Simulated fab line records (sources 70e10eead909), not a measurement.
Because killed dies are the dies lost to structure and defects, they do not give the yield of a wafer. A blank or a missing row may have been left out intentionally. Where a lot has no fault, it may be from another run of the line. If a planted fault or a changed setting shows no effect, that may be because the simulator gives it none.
A struck lot beside a sound one | flow nandHarc | 15 out of 1159 route steps
Sound: the wafers L266.2, L266.4, L266.6. Wafers struck: L271.2, L271.3, L271.6. The cause is given at the end.
At each step with rows: each side's tool, then ch and its chambers, then its first start. Under that, the readings that differ: sound wafers | struck wafers | difference of the means | sigmas: that difference in standard deviations of wafers without a fault.
alike: words and numbers the same on both sides, and readings whose means are apart by under 2 such deviations; not compared: readings that were withheld, readings missing a value for some wafer, numbers with overlapping values and no deviation given by the record, and bounds like >300 which may hide the same value.
A row with sigmas, a row that says differs or no value, or rows on one side alone: a step with any of these is where the two part. When numbers do not overlap yet have no deviation, they are printed without sigmas and do not part them. Lack of a reading on every wafer of one side parts them only where that side has two or more wafers.

first, 4 steps without rows for these wafers: NHARC_THIN_TSV_EBR_29; NHARC_THIN_TSV_EXPOSE_30 (exposes mask PAD); NHARC_THIN_TSV_PEB_31 (peb time 85 s); NHARC_THIN_TSV_DEVELOP_32 (time 70 s).
NHARC_THIN_TSV_CD_MEAS_33: the cd target is 5000 nm.
  sound on cdSem-02 ch 0, day 20 04:59; struck on cdSem-01 ch 0, day 21 11:11
  alike: cdNm
then, 1 step without rows for these wafers: NHARC_THIN_TSV_HARDBAKE_34 (time 80 s).
NHARC_THIN_TSV_DESCUM_35: chemistry O2, time 3 s.
  sound on rieDiel-02 ch 1,2,3, day 20 05:10; struck on rieDiel-10 ch 0,1,3, day 21 11:22
  alike: drypumpMotorCurrentA, oesProductAu, rfVppV, showerheadPlenumPTorr, throttleValvePct
  not compared: rfHoursCounterH
NHARC_THIN_TSV_ETCH_59: etches the open film in Cl2/BCl3, target depth 880 nm, time 138.1 s.
  sound on rieMetal-01 ch 0, day 20 05:20; struck on rieMetal-02 ch 0, day 21 11:29
  alike: drypumpMotorCurrentA, heBacksideLeakSccm, oesProductAu, throttleValvePct
  not compared: rfHoursCounterH
NHARC_THIN_TSV_ETCH_36: etches the open film in Cl2/BCl3, target depth 65 nm, time 18.571 s.
  sound on rieMetal-01 ch 0, day 20 05:46; struck on rieMetal-02 ch 0,1, day 21 11:44
  alike: drypumpMotorCurrentA, heBacksideLeakSccm, oesProductAu
  not compared: rfHoursCounterH
NHARC_THIN_TSV_STRIP_56: strips in O2.
  sound on plasmaAsher-02 ch 0,1, day 20 05:53; struck on plasmaAsher-01 ch 0, day 21 12:06
reading          | sound       | struck      | difference | sigmas
heaterPowerW (W) | 296 309 306 | 343 344 350 | +42        | +2
  alike: drypumpMotorCurrentA, rfReflPowerW
  not compared: rfHoursCounterH
then, 1 step without rows for these wafers: NHARC_THIN_TSV_STRIP_57 (strips in post etch residue remover, time 1200 s).
NHARC_THIN_TSV_CD_MEAS_37:
  sound on cdSem-02, day 20 06:41; struck on cdSem-01, day 21 12:55
  alike: cdNm
NHARC_THIN_TSV_ANNEAL_58: time 1800 s.
  sound on furnace-04 ch 0, day 20 08:42; struck on furnace-03 ch 0, day 21 17:35
reading                | sound             | struck            | difference | sigmas
spikeTcBottomC (C)     | 425.2 425.6 424.8 | 448.9 445.2 449.4 | +22.6      | +11
spikeTcCentreC (C)     | 399.3 401.8 399.2 | 427.3 427.5 426.9 | +27.1      | +21
spikeTcLowerC (C)      | 402.2 399.3 399.9 | 426.9 427.4 429.2 | +27.4      | +29
spikeTcTopC (C)        | 431.4 431.4 432.7 | 454.3 452.7 454.3 | +21.9      | +12
spikeTcUpperC (C)      | 402.1 400.9 401.7 | 428.1 427.4 428.7 | +26.5      | +20
zonePowerBottomPct (%) | 6.0 6.1 6.1       | 7.6 7.7 7.6       | +1.6       | +4
NHARC_THIN_TSV_INSPECT_40:
  sound on defectInspect-01, day 20 10:10; struck on defectInspect-02, day 21 19:02
reading        | sound       | struck      | difference | sigmas
rawDefectCount | 326 381 446 | 625 497 545 | +171       | +2
NHARC_END_SORT_01:
  sound on prober-02 ch 0, day 21 02:43; struck on prober-01 ch 0, day 21 22:55
  alike: defectLimitedYield, killedAtArray, killedAtOther, killedAtPeriphery, killedDies, killedOpen, killedShort, sort_bin_2_pct, sort_bin_3_pct, sort_bin_4_pct, sortNPass, sortRimYieldPct, sortYieldPct

WHERE THEY PART
Last at NHARC_THIN_TSV_INSPECT_40 as far as this record goes, first at NHARC_THIN_TSV_STRIP_56. Later steps at which nothing parts them and some readings are alike: NHARC_END_SORT_01.

WHY: the cause the simulator had injected
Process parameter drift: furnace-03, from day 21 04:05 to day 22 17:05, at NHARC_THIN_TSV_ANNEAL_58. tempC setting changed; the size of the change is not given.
